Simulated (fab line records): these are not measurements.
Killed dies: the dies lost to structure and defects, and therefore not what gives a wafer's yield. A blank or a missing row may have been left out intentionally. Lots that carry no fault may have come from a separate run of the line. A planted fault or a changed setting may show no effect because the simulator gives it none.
Chamber matching || flow n5 finfet || N5_FIN_SAQP_PECVD_48 on pecvd-01: 3 sister chambers
The step deposits SiNx from SiH4/NH3/N2, target thk 25 nm, time 22.1 s. 24 wafers are shown with their chamber, then 12 later ones without.

WAFERS, EACH WITH ITS CHAMBER
{"wafer": "L078.3", "chamber": 2, "throttle valve pct (%)": 38.7, "showerhead plenum p Torr (Torr)": 5.06, "heater power w (W)": 635}
{"wafer": "L078.5", "chamber": 0, "throttle valve pct (%)": 43.1, "showerhead plenum p Torr (Torr)": 5.12, "heater power w (W)": 752}
{"wafer": "L078.6", "chamber": 2, "throttle valve pct (%)": 38.7, "showerhead plenum p Torr (Torr)": 5.07, "heater power w (W)": 622}
{"wafer": "L080.2", "chamber": 0, "throttle valve pct (%)": 43.2, "showerhead plenum p Torr (Torr)": 5.12, "heater power w (W)": 740}
{"wafer": "L080.4", "chamber": 2, "throttle valve pct (%)": 39.1, "showerhead plenum p Torr (Torr)": 5.07, "heater power w (W)": 694}
{"wafer": "L080.5", "chamber": 1, "throttle valve pct (%)": 39.7, "showerhead plenum p Torr (Torr)": 5.10, "heater power w (W)": 563}
{"wafer": "L082.1", "chamber": 1, "throttle valve pct (%)": 39.8, "showerhead plenum p Torr (Torr)": 5.10, "heater power w (W)": 649}
{"wafer": "L082.3", "chamber": 0, "throttle valve pct (%)": 43.4, "showerhead plenum p Torr (Torr)": 5.12, "heater power w (W)": 730}
{"wafer": "L082.6", "chamber": 0, "throttle valve pct (%)": 43.2, "showerhead plenum p Torr (Torr)": 5.13, "heater power w (W)": 754}
{"wafer": "L083.2", "chamber": 2, "throttle valve pct (%)": 38.8, "showerhead plenum p Torr (Torr)": 5.08, "heater power w (W)": 656}
{"wafer": "L083.5", "chamber": 2, "throttle valve pct (%)": 39.0, "showerhead plenum p Torr (Torr)": 5.07, "heater power w (W)": 659}
{"wafer": "L083.6", "chamber": 0, "throttle valve pct (%)": 43.2, "showerhead plenum p Torr (Torr)": 5.13, "heater power w (W)": 732}
{"wafer": "L085.1", "chamber": 2, "throttle valve pct (%)": 39.1, "showerhead plenum p Torr (Torr)": 5.09, "heater power w (W)": 695}
{"wafer": "L085.2", "chamber": 1, "throttle valve pct (%)": 39.6, "showerhead plenum p Torr (Torr)": 5.09, "heater power w (W)": 632}
{"wafer": "L085.5", "chamber": 0, "throttle valve pct (%)": 42.8, "showerhead plenum p Torr (Torr)": 5.12, "heater power w (W)": 695}
{"wafer": "L086.1", "chamber": 1, "throttle valve pct (%)": 40.1, "showerhead plenum p Torr (Torr)": 5.09, "heater power w (W)": 538}
{"wafer": "L086.3", "chamber": 0, "throttle valve pct (%)": 43.3, "showerhead plenum p Torr (Torr)": 5.12, "heater power w (W)": 713}
{"wafer": "L086.4", "chamber": 1, "throttle valve pct (%)": 39.5, "showerhead plenum p Torr (Torr)": 5.08, "heater power w (W)": 529}
{"wafer": "L087.2", "chamber": 0, "throttle valve pct (%)": 43.4, "showerhead plenum p Torr (Torr)": 5.13, "heater power w (W)": 707}
{"wafer": "L087.3", "chamber": 2, "throttle valve pct (%)": 38.9, "showerhead plenum p Torr (Torr)": 5.09, "heater power w (W)": 732}
{"wafer": "L087.4", "chamber": 1, "throttle valve pct (%)": 39.7, "showerhead plenum p Torr (Torr)": 5.08, "heater power w (W)": 588}
{"wafer": "L088.2", "chamber": 1, "throttle valve pct (%)": 39.7, "showerhead plenum p Torr (Torr)": 5.10, "heater power w (W)": 610}
{"wafer": "L088.5", "chamber": 0, "throttle valve pct (%)": 43.1, "showerhead plenum p Torr (Torr)": 5.14, "heater power w (W)": 738}
{"wafer": "L088.6", "chamber": 1, "throttle valve pct (%)": 40.2, "showerhead plenum p Torr (Torr)": 5.08, "heater power w (W)": 618}

SIGNATURES, as means of the wafers listed above
{"reading": "throttle valve pct", "chamber 0": 43.189, "chamber 1": 39.788, "chamber 2": 38.900, "scatter within a chamber": 0.202}
{"reading": "showerhead plenum p Torr", "chamber 0": 5.1256, "chamber 1": 5.0900, "chamber 2": 5.0757, "scatter within a chamber": 0.00924}
{"reading": "heater power w", "chamber 0": 729.00, "chamber 1": 590.88, "chamber 2": 670.43, "scatter within a chamber": 35}
Rule: a wafer lies at a distance from a chamber equal to the root of the sum of squares, over the readings, of (its reading less the chamber's mean, divided by the reading's scatter). If the next closest chamber is less than 2 further off than the closest, the wafer can't be placed; otherwise it belongs to the closest. The scatter: the root of (the sum of the squares of (reading less its chamber's mean) over the shown wafers, divided by (wafers less chambers)).

WAFERS WITHOUT THEIR CHAMBER
{"wafer": "L090.1", "throttle valve pct (%)": 39.1, "showerhead plenum p Torr (Torr)": 5.08, "heater power w (W)": 690}
{"wafer": "L090.2", "throttle valve pct (%)": 39.8, "showerhead plenum p Torr (Torr)": 5.10, "heater power w (W)": 638}
{"wafer": "L090.3", "throttle valve pct (%)": 43.1, "showerhead plenum p Torr (Torr)": 5.13, "heater power w (W)": 704}
{"wafer": "L091.2", "throttle valve pct (%)": 39.6, "showerhead plenum p Torr (Torr)": 5.10, "heater power w (W)": 630}
{"wafer": "L091.4", "throttle valve pct (%)": 43.1, "showerhead plenum p Torr (Torr)": 5.13, "heater power w (W)": 740}
{"wafer": "L091.5", "throttle valve pct (%)": 39.6, "showerhead plenum p Torr (Torr)": 5.10, "heater power w (W)": 621}
{"wafer": "L093.1", "throttle valve pct (%)": 40.0, "showerhead plenum p Torr (Torr)": 5.08, "heater power w (W)": 634}
{"wafer": "L093.3", "throttle valve pct (%)": 39.2, "showerhead plenum p Torr (Torr)": 5.08, "heater power w (W)": 668}
{"wafer": "L093.5", "throttle valve pct (%)": 43.3, "showerhead plenum p Torr (Torr)": 5.12, "heater power w (W)": 732}
{"wafer": "L096.2", "throttle valve pct (%)": 39.8, "showerhead plenum p Torr (Torr)": 5.09, "heater power w (W)": 587}
{"wafer": "L096.4", "throttle valve pct (%)": 43.2, "showerhead plenum p Torr (Torr)": 5.14, "heater power w (W)": 635}
{"wafer": "L096.6", "throttle valve pct (%)": 39.2, "showerhead plenum p Torr (Torr)": 5.10, "heater power w (W)": 617}

WHICH CHAMBER EACH WENT THROUGH
{"wafer": "L090.1", "from the rows above": 2, "in truth": 2}
{"wafer": "L090.2", "from the rows above": 1, "in truth": 1}
{"wafer": "L090.3", "from the rows above": 0, "in truth": 0}
{"wafer": "L091.2", "from the rows above": 1, "in truth": 1}
{"wafer": "L091.4", "from the rows above": 0, "in truth": 0}
{"wafer": "L091.5", "from the rows above": 1, "in truth": 1}
{"wafer": "L093.1", "from the rows above": 1, "in truth": 1}
{"wafer": "L093.3", "from the rows above": 2, "in truth": 2}
{"wafer": "L093.5", "from the rows above": 0, "in truth": 0}
{"wafer": "L096.2", "from the rows above": 1, "in truth": 1}
{"wafer": "L096.4", "from the rows above": 0, "in truth": 0}
{"wafer": "L096.6", "from the rows above": "can't be placed: 1 or 2", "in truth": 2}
Correct placement for 11 of the 12. These rows do not allow placing 1 (true chamber among the candidates in 1). 0 placed wrongly.
